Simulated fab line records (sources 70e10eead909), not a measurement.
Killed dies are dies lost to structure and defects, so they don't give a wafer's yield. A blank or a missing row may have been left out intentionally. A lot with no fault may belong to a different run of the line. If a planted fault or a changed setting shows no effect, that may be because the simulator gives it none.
fab line records + flow nandHarc
record
- lots=13
- wafers=39
- lastDay=23
route steps=1159 shown P_STI@69 P_GATE@122 END@1159
lots untouched by any fault: they come from a run of this same line in which no faults occurred
startH: hours from the record's opening day to when the first of the lot's shown wafers began + waitH: hours since the lot's step before + " same as the row above + L1.1+2: a row that stands for several wafers + - value missing, or start not given + * or withheld: withheld + < > ~ a bound
route shown NAME@n: a module of which the file shows steps, and the number in the route of the first + usual: mean and standard deviation over wafers with no fault + same: alike in all rows + chamber/n: place in a boat + sites: the reading at each site + _std_site: the standard deviation of these + _edge_site: mean of outer sites minus mean of inner sites + radiusMm: how far each site lies from the wafer's centre + mask NAME#n: copy n + behind: tool/chamber where the wafer was last shaped + hold: why the lot was held/for how many hours/how that ended + device: whichever transistor did not switch (one of n, p or np) + end of line: the route-end tests of the same wafers + a step given without rows: its recipe and nothing more + killed: dies that structure and defects cost at the first sort, which is not the same as the wafer's yield + map: shows each die of a wafer: x if killed, . if not, _ if none is there
set.NAME: setting as actually run; set.NAME@STEP: the setting as run at that earlier step + model.NAME: the simulator's own value behind a step, which no gauge read
one table for each step of the route and one row for each wafer, over a sample of lots
services: the hour from which a tool's chamber was out of use, counted from the record's first day as startH (under 0 if before that day), plus the number of hours and why
## steps
# step NHARC_P_STI_ETCH_26
# recipe
- targetDepthA=110
- chemistry=dHF
- material=SiO2
| lot.wafer  | tool        | chamber | startH | waitH |
|------------|-------------|---------|--------|-------|
| L434.6+3+4 | wetBench-03 | 2,5,6   | 19.78  | 0.0   |
| L435.4+1+6 | wetBench-03 | 4,7,0   | 25.64  | 0.0   |
| L438.6+5+2 | wetBench-03 | 1,2,3   | 43.70  | 0.1   |
| L440.5+2+3 | wetBench-09 | 2,6,7   | 56.44  | 0.1   |
| L442.1+4+2 | wetBench-05 | 0,4,5   | 67.66  | 0.1   |
| L444.4+6+3 | wetBench-03 | 3,5,6   | 79.80  | 0.0   |
| L445.1+5+2 | wetBench-03 | 4,5,7   | 85.51  | 0.1   |
| L446.4+1+2 | wetBench-03 | 0,2,3   | 91.42  | 0.1   |
| L447.1+3+5 | wetBench-03 | 1,3,4   | 98.13  | 0.1   |
| L448.6+3+4 | wetBench-03 | 2,4,5   | 103.78 | 0.0   |
| L449.4+6+5 | wetBench-05 | 6,0,3   | 109.87 | 0.0   |
| L450.1+6+2 | wetBench-03 | 6,7,0   | 115.62 | 0.1   |
| L451.3+6+2 | wetBench-05 | 0,1,2   | 121.82 | 0.1   |
# step NHARC_P_STI_INSPECT_11
# usual
- rawDefectCount=5.6/2.6
| lot.wafer | tool             | chamber | startH | waitH | rawDefectCount |
|-----------|------------------|---------|--------|-------|----------------|
| L434.3    | defectInspect-01 | -       | 37.24  | 0.0   | 4              |
| L434.4    | "                | -       | "      | "     | 5              |
| L434.6    | "                | -       | "      | "     | 9              |
| L435.1    | defectInspect-02 | -       | 44.02  | 0.0   | 5              |
| L435.4    | "                | -       | "      | "     | 8              |
| L435.6    | "                | -       | "      | "     | 3              |
| L438.2    | defectInspect-01 | -       | 59.09  | 0.0   | 5              |
| L438.5    | "                | -       | "      | "     | 6              |
| L438.6    | "                | -       | "      | "     | 4              |
| L440.2    | defectInspect-02 | -       | 71.85  | 0.0   | 5              |
| L440.3    | "                | -       | "      | "     | 3              |
| L440.5    | "                | -       | "      | "     | 2              |
| L442.1    | defectInspect-02 | -       | 83.49  | 0.0   | 6              |
| L442.2    | "                | -       | "      | "     | 2              |
| L442.4    | "                | -       | "      | "     | 10             |
| L444.3    | defectInspect-01 | -       | 95.46  | 0.0   | 4              |
| L444.4    | "                | -       | "      | "     | 8              |
| L444.6    | "                | -       | "      | "     | 5              |
| L446.1    | defectInspect-02 | -       | 103.47 | 0.0   | 7              |
| L446.2    | "                | -       | "      | "     | 5              |
| L446.4    | "                | -       | "      | "     | 7              |
| L445.1    | defectInspect-02 | -       | 103.63 | 0.0   | 9              |
| L445.2    | "                | -       | "      | "     | 3              |
| L445.5    | "                | -       | "      | "     | 6              |
| L447.1    | defectInspect-02 | -       | 114.98 | 0.0   | 6              |
| L447.3    | "                | -       | "      | "     | 3              |
| L447.5    | "                | -       | "      | "     | 3              |
| L448.3    | defectInspect-02 | -       | 120.96 | 0.0   | 1139           |
| L448.4    | "                | -       | "      | "     | 1172           |
| L448.6    | "                | -       | "      | "     | 1150           |
| L449.4    | defectInspect-02 | -       | 125.30 | 0.0   | 1              |
| L449.5    | "                | -       | "      | "     | 8              |
| L449.6    | "                | -       | "      | "     | 4              |
| L450.1    | defectInspect-02 | -       | 131.10 | 0.0   | 1168           |
| L450.2    | "                | -       | "      | "     | 1172           |
| L450.6    | "                | -       | "      | "     | 1211           |
| L451.2    | defectInspect-02 | -       | 137.11 | 0.0   | 3              |
| L451.3    | "                | -       | "      | "     | 2              |
| L451.6    | "                | -       | "      | "     | 3              |
# step NHARC_P_STI_DESCUM_14
# recipe
- timeS=3
- o2FlowSccm=200
- arFlowSccm=0
- biasPowerW=0
- chemistry=O2
# usual
- chamberPressureMTorr=60.00/0.055
- drypumpMotorCurrentA=5.6/0.39
- oesProductAu=1.000/0.01
- rfVppV=57.7/0.86
- showerheadPlenumPTorr=1.91/0.072
- throttleValvePct=11.312/0.008
| lot.wafer | tool       | chamber | startH | waitH | chamberPressureMTorr | drypumpMotorCurrentA | oesProductAu | rfHoursCounterH | rfVppV | showerheadPlenumPTorr | throttleValvePct |
|-----------|------------|---------|--------|-------|----------------------|----------------------|--------------|-----------------|--------|-----------------------|------------------|
| L434.3    | rieDiel-03 | 1       | 37.38  | -     | 60.02                | 5.6                  | 1.005        | 5.4             | 58.9   | 1.88                  | 11.310           |
| L434.4    | "          | 3       | "      | "     | 59.91                | 6.3                  | 0.989        | 5.4             | 57.7   | 2.03                  | 11.299           |
| L434.6    | "          | 0       | "      | "     | 60.03                | 5.5                  | 0.997        | -               | 57.7   | 1.92                  | 11.314           |
| L435.4    | rieDiel-12 | 1       | 44.17  | -     | 59.90                | 5.8                  | 0.999        | 0.8             | 58.3   | 1.94                  | 11.319           |
| L435.1    | "          | 3       | "      | "     | 59.92                | 5.2                  | 1.008        | 0.9             | 56.4   | 1.92                  | 11.307           |
| L435.6    | "          | 0       | "      | "     | 59.99                | 5.9                  | 1.015        | -               | 56.8   | 1.82                  | 11.311           |
| L438.2    | rieDiel-12 | 3       | 59.25  | -     | 60.08                | 5.2                  | 1.002        | 1.3             | 58.5   | 1.92                  | 11.325           |
| L438.5    | "          | 0       | "      | "     | 60.01                | 5.9                  | 1.004        | -               | 58.2   | 1.82                  | 11.316           |
| L438.6    | "          | 1       | "      | "     | 59.89                | 5.8                  | 0.992        | -               | 59.0   | 1.94                  | 11.312           |
| L440.3    | rieDiel-03 | 1       | 71.99  | -     | 60.00                | 5.6                  | 0.999        | 0.7             | 57.3   | 1.88                  | 11.313           |
| L440.2    | "          | 3       | "      | "     | 60.03                | 6.3                  | 0.981        | 0.7             | 57.1   | 2.02                  | 11.313           |
| L440.5    | "          | 1       | "      | "     | 60.02                | 5.6                  | 0.987        | -               | 57.9   | 1.88                  | 11.308           |
| L442.2    | rieDiel-12 | 0       | 83.63  | -     | 60.09                | 5.9                  | 1.026        | 2.4             | 57.5   | 1.82                  | 11.319           |
| L442.1    | "          | 1       | "      | "     | 60.00                | 5.8                  | 0.990        | 2.2             | 57.9   | 1.94                  | 11.314           |
| L442.4    | "          | 2       | "      | "     | 59.92                | 5.3                  | 0.998        | 2.2             | 58.6   | 2.01                  | 11.292           |
| L444.3    | rieDiel-03 | 0       | 95.61  | -     | 59.91                | 5.5                  | 0.988        | 1.5             | 56.4   | 1.92                  | 11.319           |
| L444.4    | "          | 1       | "      | "     | 60.04                | 5.7                  | 0.988        | 1.6             | 57.7   | 1.88                  | 11.315           |
| L444.6    | "          | 3       | "      | "     | 59.96                | 6.3                  | 0.995        | -               | 57.9   | 2.03                  | 11.314           |
| L446.2    | rieDiel-06 | 0       | 103.61 | -     | 60.02                | 5.4                  | 1.001        | 0.8             | 58.4   | 1.90                  | 11.322           |
| L446.1    | "          | 1       | "      | "     | 59.98                | 5.1                  | 0.992        | 0.7             | 57.9   | 1.85                  | 11.323           |
| L446.4    | "          | 3       | "      | "     | 59.99                | 6.1                  | 0.999        | -               | 59.6   | 2.02                  | 11.308           |
| L445.2    | rieDiel-12 | 1       | 103.78 | -     | 60.07                | 5.8                  | 1.009        | 2.8             | 57.5   | 1.94                  | 11.318           |
| L445.1    | "          | 2       | "      | "     | 60.03                | 5.3                  | 1.014        | 3.0             | 58.6   | 2.01                  | 11.317           |
| L445.5    | "          | 0       | "      | "     | 59.97                | 5.9                  | 1.017        | -               | 56.2   | 1.82                  | 11.312           |
| L447.1    | rieDiel-12 | 0       | 115.12 | -     | 60.07                | 5.9                  | 1.020        | 3.8             | 57.1   | 1.82                  | 11.322           |
| L447.3    | "          | 1       | "      | "     | 60.07                | 5.8                  | 1.003        | 3.6             | 58.1   | 1.94                  | 11.312           |
| L447.5    | "          | 3       | "      | "     | 59.95                | 5.2                  | 0.998        | -               | 58.1   | 1.92                  | 11.317           |
| L448.3    | rieDiel-12 | 2       | 121.10 | -     | 59.96                | 5.3                  | 0.999        | 4.2             | 59.1   | 2.01                  | 11.303           |
| L448.4    | "          | 3       | "      | "     | 59.96                | 5.2                  | 0.996        | 4.7             | 56.1   | 1.92                  | 11.307           |
| L448.6    | "          | 2       | "      | "     | 60.00                | 5.4                  | 1.004        | -               | 56.3   | 2.01                  | 11.319           |
| L449.4    | rieDiel-03 | 1       | 125.46 | -     | 60.04                | 5.6                  | 1.010        | 2.5             | 57.7   | 1.88                  | 11.317           |
| L449.5    | "          | 2       | "      | "     | 59.99                | 6.1                  | 1.004        | -               | 57.1   | 1.79                  | 11.312           |
| L449.6    | "          | 3       | "      | "     | 60.02                | 6.3                  | 0.997        | -               | 58.8   | 2.02                  | 11.314           |
| L450.2    | rieDiel-12 | 3       | 131.24 | -     | 60.06                | 5.2                  | 1.001        | 5.5             | 57.8   | 1.92                  | 11.303           |
| L450.1    | "          | 0       | "      | "     | 59.99                | 5.9                  | 1.021        | 5.6             | 56.2   | 1.82                  | 11.305           |
| L450.6    | "          | 3       | "      | "     | 59.86                | 5.2                  | 1.009        | -               | 59.4   | 1.92                  | 11.300           |
| L451.2    | rieDiel-06 | 3       | 137.24 | -     | 60.06                | 6.1                  | 0.988        | 1.2             | 57.6   | 2.02                  | 11.300           |
| L451.3    | "          | 1       | "      | "     | 60.04                | 5.1                  | 0.983        | 1.2             | 56.7   | 1.85                  | 11.320           |
| L451.6    | "          | 0       | "      | "     | 59.99                | 5.4                  | 1.001        | -               | 58.6   | 1.90                  | 11.307           |
# step NHARC_P_GATE_CD_MEAS_11
# recipe
- targetCdNm=1640
- landingEnergyEv=500
# usual
- cdNm=1640.5/1.6
| lot.wafer | tool     | chamber | startH | waitH | cdNm   |
|-----------|----------|---------|--------|-------|--------|
| L434.3    | cdSem-02 | 0       | 75.66  | -     | 1639.0 |
| L434.4    | "        | 0       | "      | "     | 1643.9 |
| L434.6    | "        | 0       | "      | "     | 1638.3 |
| L435.1    | cdSem-01 | 0       | 80.71  | -     | 1640.4 |
| L435.4    | "        | 0       | "      | "     | 1639.5 |
| L435.6    | "        | 0       | "      | "     | 1641.4 |
| L438.2    | cdSem-01 | 0       | 99.42  | -     | 1640.8 |
| L438.5    | "        | 0       | "      | "     | 1639.1 |
| L438.6    | "        | 0       | "      | "     | 1643.5 |
| L440.2    | cdSem-02 | 0       | 107.81 | -     | 1639.0 |
| L440.3    | "        | 0       | "      | "     | 1639.6 |
| L440.5    | "        | 0       | "      | "     | 1641.2 |
| L442.1    | cdSem-01 | 0       | 123.59 | -     | 1638.4 |
| L442.2    | "        | 0       | "      | "     | 1641.3 |
| L442.4    | "        | 0       | "      | "     | 1640.0 |
| L444.3    | cdSem-02 | 0       | 128.31 | -     | 1640.0 |
| L444.4    | "        | 0       | "      | "     | 1640.2 |
| L444.6    | "        | 0       | "      | "     | 1639.8 |
| L445.1    | cdSem-03 | 0       | 152.75 | -     | 1641.2 |
| L445.2    | "        | 0       | "      | "     | 1640.3 |
| L445.5    | "        | 0       | "      | "     | 1642.4 |
| L446.1    | cdSem-03 | 0       | 152.91 | -     | 1638.8 |
| L446.2    | "        | 0       | "      | "     | 1641.2 |
| L446.4    | "        | 0       | "      | "     | 1641.5 |
| L447.1    | cdSem-03 | 0       | 153.07 | -     | 1643.3 |
| L447.3    | "        | 0       | "      | "     | 1641.7 |
| L447.5    | "        | 0       | "      | "     | 1643.5 |
| L448.3    | cdSem-03 | 0       | 158.47 | -     | 1640.3 |
| L448.4    | "        | 0       | "      | "     | 1641.0 |
| L448.6    | "        | 0       | "      | "     | 1640.2 |
| L450.1    | cdSem-02 | 0       | 166.76 | -     | 1641.5 |
| L450.2    | "        | 0       | "      | "     | 1641.5 |
| L450.6    | "        | 0       | "      | "     | 1641.7 |
| L449.4    | cdSem-03 | 0       | 166.80 | -     | 1637.7 |
| L449.5    | "        | 0       | "      | "     | 1640.2 |
| L449.6    | "        | 0       | "      | "     | 1638.2 |
| L451.2    | cdSem-03 | 0       | 178.27 | -     | 1639.5 |
| L451.3    | "        | 0       | "      | "     | 1640.8 |
| L451.6    | "        | 0       | "      | "     | 1639.0 |
# step NHARC_P_GATE_HM_DEP_102
# recipe
- targetThkA=1200
- tempC=400
- material=aC
# usual
- throttleValvePct=35.001/0.0089
| lot.wafer | tool      | chamber | startH | waitH | throttleValvePct |
|-----------|-----------|---------|--------|-------|------------------|
| L434.3    | aclDep-02 | 0       | 88.24  | 0.6   | 34.996           |
| L434.4    | "         | 0       | "      | "     | 35.004           |
| L434.6    | "         | 0       | "      | "     | 34.996           |
| L435.1    | aclDep-02 | 0       | 96.60  | 3.9   | 34.994           |
| L435.4    | "         | 0       | "      | "     | 34.995           |
| L435.6    | "         | 0       | "      | "     | 35.005           |
| L438.2    | aclDep-02 | 0       | 114.40 | 2.7   | 35.003           |
| L438.5    | "         | 0       | "      | "     | 34.987           |
| L438.6    | "         | 0       | "      | "     | 35.003           |
| L440.2    | aclDep-03 | 0       | 127.16 | 7.3   | 34.984           |
| L440.3    | "         | 0       | "      | "     | 34.990           |
| L440.5    | "         | 0       | "      | "     | 35.015           |
| L442.1    | aclDep-02 | 0       | 136.27 | 0.4   | 35.005           |
| L442.2    | "         | 0       | "      | "     | 35.018           |
| L442.4    | "         | 0       | "      | "     | 35.006           |
| L444.3    | aclDep-03 | 0       | 140.84 | 0.6   | 34.993           |
| L444.4    | "         | 0       | "      | "     | 35.023           |
| L444.6    | "         | 0       | "      | "     | 35.007           |
| L447.1    | aclDep-01 | 0       | 165.36 | 0.4   | 34.994           |
| L447.3    | "         | 0       | "      | "     | 34.997           |
| L447.5    | "         | 0       | "      | "     | 34.993           |
| L446.1    | aclDep-03 | 0       | 165.73 | 0.7   | 34.991           |
| L446.2    | "         | 0       | "      | "     | 35.002           |
| L446.4    | "         | 0       | "      | "     | 34.997           |
| L445.1    | aclDep-01 | 0       | 166.00 | 1.0   | 35.010           |
| L445.2    | "         | 0       | "      | "     | 34.992           |
| L445.5    | "         | 0       | "      | "     | 35.003           |
| L448.3    | aclDep-03 | 0       | 175.52 | 0.9   | 35.011           |
| L448.4    | "         | 0       | "      | "     | 35.007           |
| L448.6    | "         | 0       | "      | "     | 35.014           |
| L450.1    | aclDep-03 | 0       | 181.97 | 3.3   | 34.995           |
| L450.2    | "         | 0       | "      | "     | 35.002           |
| L450.6    | "         | 0       | "      | "     | 34.998           |
| L449.4    | aclDep-01 | 0       | 182.74 | 4.0   | 35.000           |
| L449.5    | "         | 0       | "      | "     | 34.995           |
| L449.6    | "         | 0       | "      | "     | 34.997           |
| L451.2    | aclDep-03 | 0       | 191.15 | 0.5   | 35.009           |
| L451.3    | "         | 0       | "      | "     | 34.999           |
| L451.6    | "         | 0       | "      | "     | 35.023           |
# step NHARC_END_SORT_01
# recipe
- tempC=25
# usual
- killedAtArray=25/9.5
- killedAtOther=0.8/1.2
- killedAtPeriphery=3.4/2.2
- killedDies=29/10
- killedOpen=3.3/1.8
- killedShort=2.1/1.4
# same
- grossDies=677
| lot.wafer | tool      | chamber | startH | waitH | killedAtArray | killedAtOther | killedAtPeriphery | killedDies | killedOpen | killedShort |
|-----------|-----------|---------|--------|-------|---------------|---------------|-------------------|------------|------------|-------------|
| L445.1    | prober-02 | 0       | 535.34 | 2.5   | 19            | 2             | 6                 | 27         | 7          | 3           |
| L445.2    | prober-02 | 0       | 536.14 | 2.8   | 23            | 5             | 2                 | 30         | 1          | 3           |
| L448.3    | prober-01 | 0       | 547.23 | 3.1   | 34            | 1             | 61                | 96         | 2          | 4           |
| L448.4    | prober-01 | 0       | 548.04 | 3.4   | 20            | 4             | 46                | 70         | 1          | 1           |
| L448.6    | prober-01 | 0       | 549.65 | 4.0   | 24            | 4             | 106               | 134        | 2          | 3           |
| L450.1    | prober-02 | 0       | 549.27 | 2.5   | 49            | 2             | 104               | 155        | 4          | 0           |
| L450.2    | prober-02 | 0       | 550.06 | 2.8   | 35            | 0             | 98                | 133        | 3          | 2           |
| L450.6    | prober-02 | 0       | 553.22 | 3.9   | 42            | 1             | 107               | 150        | 6          | 1           |
# killed by level:class
L445.1 A_SLIT:chamberFilmFlake=5 A_CHANNEL_HOLE_D1:chamberFilmFlake=3 P_CONTACT:geometricParticle:open=2 A_CONTACT:geometricParticle:open=2 A_STAIRCASE:chamberFilmFlake=2 THIN_TSV:chamberFilmFlake=2 P_M0:geometricParticle:open=1 A_CHANNEL_HOLE_D1:geometricParticle:open=1
L445.2 A_SLIT:chamberFilmFlake=13 A_CHANNEL_HOLE_D1:chamberFilmFlake=4 THIN_TSV:chamberFilmFlake=3 A_WL_FILL:geometricParticle:short=1 A_WL_FILL:geometricParticle:open=1 A_M0:geometricParticle:short=1 STARTING-WAFER:geometricParticle:short=1 P_GATE:chamberFilmFlake=1
L448.3 P_STI:unspecified=60 A_CHANNEL_HOLE_D1:chamberFilmFlake=25 A_CONTACT:chamberFilmFlake=2 P_STI:geometricParticle:short=1 A_ONON_D1:geometricParticle:open=1 A_CHANNEL_FILL_D1:geometricParticle:short=1 A_CHANNEL_FILL_D1:geometricParticle:open=1 A_WL_FILL:geometricParticle:short=1
L448.4 P_STI:unspecified=46 A_CHANNEL_HOLE_D1:chamberFilmFlake=10 A_CONTACT:chamberFilmFlake=4 THIN_TSV:chamberFilmFlake=3 A_ZERO_WELL:chamberFilmFlake=2 A_STAIRCASE:chamberFilmFlake=2 A_CHANNEL_FILL_D1:geometricParticle:short=1 A_CONTACT:geometricParticle:open=1
L450.1 P_STI:unspecified=100 A_SLIT:chamberFilmFlake=20 A_CHANNEL_HOLE_D1:chamberFilmFlake=18 A_CONTACT:chamberFilmFlake=4 A_STAIRCASE:chamberFilmFlake=3 A_CHANNEL_FILL_D1:geometricParticle:open=2 P_M2:chamberFilmFlake=2 THIN_TSV:chamberFilmFlake=2
L448.6 P_STI:unspecified=103 A_CHANNEL_HOLE_D1:chamberFilmFlake=17 THIN_TSV:chamberFilmFlake=4 A_SGD_CUT:geometricParticle:short=2 A_CONTACT:chamberFilmFlake=2 P_CONTACT:geometricParticle:open=1 P_M0:geometricParticle:short=1 A_CONTACT:geometricParticle:open=1
L450.2 P_STI:unspecified=92 A_CHANNEL_HOLE_D1:chamberFilmFlake=22 A_SLIT:chamberFilmFlake=4 P_GATE:chamberFilmFlake=3 A_CONTACT:chamberFilmFlake=3 A_CHANNEL_HOLE_D1:geometricParticle:short=2 P_M2:chamberFilmFlake=2 A_STAIRCASE:chamberFilmFlake=2
L450.6 P_STI:unspecified=102 A_SLIT:chamberFilmFlake=16 A_CHANNEL_HOLE_D1:chamberFilmFlake=13 A_CONTACT:chamberFilmFlake=6 P_M0:geometricParticle:open=3 A_CHANNEL_FILL_D1:geometricParticle:open=3 A_ZERO_WELL:chamberFilmFlake=2 A_STAIRCASE:chamberFilmFlake=2
## services
| tool        | chamber | startH | hours | kind                   |
|-------------|---------|--------|-------|------------------------|
| rieDiel-06  | 3       | -3.24  | 10.2  | repair                 |
| rieDiel-12  | 1       | -2.01  | 3.4   | repair                 |
| wetBench-05 | -       | 20.80  | 8.0   | pm                     |
| rieDiel-06  | 1       | 21.18  | 15.1  | repair                 |
| aclDep-01   | -       | 23.89  | 1.9   | repair                 |
| rieDiel-12  | -       | 25.40  | 9.0   | pm                     |
| rieDiel-03  | 0       | 28.96  | 6.0   | repair                 |
| rieDiel-03  | -       | 38.33  | 9.0   | pm                     |
| aclDep-03   | -       | 43.29  | 13.0  | pm                     |
| rieDiel-06  | 3       | 50.67  | 12.5  | repair                 |
| wetBench-05 | -       | 58.30  | 2.1   | repair                 |
| rieDiel-06  | -       | 64.20  | 9.0   | pm                     |
| rieDiel-03  | 2       | 76.63  | 4.0   | repair                 |
| rieDiel-06  | 3       | 78.81  | 8.7   | repair                 |
| rieDiel-03  | -       | 89.83  | 0.3   | repair                 |
| rieDiel-06  | 2       | 99.13  | 11.9  | repair                 |
| rieDiel-03  | 3       | 111.01 | 12.5  | repair                 |
| aclDep-01   | -       | 112.28 | 13.0  | pm                     |
| wetBench-09 | -       | 112.80 | 8.0   | pm                     |
| rieDiel-06  | 0       | 121.88 | 10.1  | repair                 |
| wetBench-03 | -       | 146.40 | 8.0   | pm                     |
| rieDiel-03  | 3       | 146.83 | 2.6   | repair                 |
| wetBench-03 | 0       | 154.40 | -     | consumableReplace:bath |
| aclDep-02   | -       | 168.43 | 13.0  | pm                     |
## key
firstSign
- step=NHARC_P_STI_INSPECT_11
- reading=rawDefectCount
- direction=up
- sigmas=99+
- usual=5.6
- struck=1168.7
effect
- step=NHARC_END_SORT_01
- reading=killedAtPeriphery
- direction=up
- sigmas=38
- usual=3.4
- struck=87
moreKillsBornAt
- NHARC_P_STI_ETCH_26@wetBench-03=503
metAt NHARC_P_STI_ETCH_26
struckLots L448,L450
testerLeftOut L448,L450
notActingAt NHARC_P_STI_DESCUM_14,NHARC_P_GATE_CD_MEAS_11,NHARC_P_GATE_HM_DEP_102
onsetBetween 98.13 103.78
fault
- kind=chamberParticleSource
- tool=wetBench-03
- chamber=-
- onsetH=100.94
- steps=NHARC_P_STI_ETCH_26
- ratePerVisitCm2=1.8074
- endH=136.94
# testerLeftOut: of these lots the tester's yield and bins aren't shown, on N5 and GAA mostly nor the transistor test; their killed dies are dies lost to structure and defects alone, not to doping, threshold or leakage, so they don't give the yield
